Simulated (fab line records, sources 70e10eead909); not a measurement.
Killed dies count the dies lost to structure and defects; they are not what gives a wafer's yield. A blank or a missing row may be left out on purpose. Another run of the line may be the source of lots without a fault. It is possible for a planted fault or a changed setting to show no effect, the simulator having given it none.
The tool behind it: which one? + flow nand-harc + 11 lots with 33 wafers sampled at 2 steps, on a route of 1302 steps

== WHAT THE GAUGES SHOWED, per wafer ==
NHARC_A_ONON_D1_THK_MEAS_27: measures by ellipsometry.
| lot  | measured     | on            | thk-nm (nm)    |
|------|--------------|---------------|----------------|
| L075 | day 8 16:43  | film-metro-01 | 997 998 998    |
| L077 | day 9 06:35  | film-metro-01 | 987 988 988    |
| L078 | day 10 13:30 | film-metro-02 | 988 990 989    |
| L081 | day 11 14:18 | film-metro-02 | 999 995 996    |
| L084 | day 12 09:35 | film-metro-02 | 996 996 998    |
| L085 | day 13 04:44 | film-metro-02 | 989 990 988    |
| L089 | day 14 07:44 | film-metro-02 | 1020 1022 1022 |
| L090 | day 15 09:16 | film-metro-02 | 1014 1014 1015 |
| L092 | day 16 01:51 | film-metro-01 | 1002 1001 1003 |
| L094 | day 16 20:34 | film-metro-01 | 1009 1011 1011 |
| L096 | day 17 14:53 | film-metro-02 | 1018 1017 1016 |

== TOOL THAT RAN EACH LOT (tool first, then ch and the chambers of the sampled wafers, then the start) ==
| lot  | NHARC_P_M2_PRE_CLEAN_32         |
|------|---------------------------------|
| L075 | pecvd-03 ch 1,2, day 7 01:10    |
| L077 | pecvd-03 ch 0,2, day 7 15:56    |
| L078 | pecvd-02 ch 0,1,2, day 8 17:14  |
| L081 | pecvd-02 ch 0,1,2, day 9 20:37  |
| L084 | pecvd-04 ch 0,1, day 10 16:40   |
| L085 | pecvd-03 ch 0,1, day 11 13:09   |
| L089 | pecvd-03 ch 0,1,2, day 12 14:56 |
| L090 | pecvd-03 ch 1,2, day 13 11:55   |
| L092 | pecvd-02 ch 0,1, day 14 00:55   |
| L094 | pecvd-03 ch 1,2, day 15 05:19   |
| L096 | pecvd-04 ch 0,1,2, day 15 21:20 |
- NHARC_P_M2_PRE_CLEAN_32: time 12 s.

== THE ANSWER, worked out from the rows above alone ==
Rule: what is usual is taken from the lots themselves. The widest of any qualifying gaps counts: lots, ordered by their means at a reading, are off when they make up no more than a third of the lots, leave a main group of 4 or more, and stand apart from it by 3 or more times the standard deviation of that group's means. The tables above print the reading to a certain number of digits; a main group whose means all agree to those digits is not used. A lot without any number at a reading at which 4 lots or more have one is off too. All remaining lots with rows at the step are treated as sound.
None of the lots is off at any reading shown; this tells nothing.

== WHAT WAS PUT IN BY THE SIMULATOR ==
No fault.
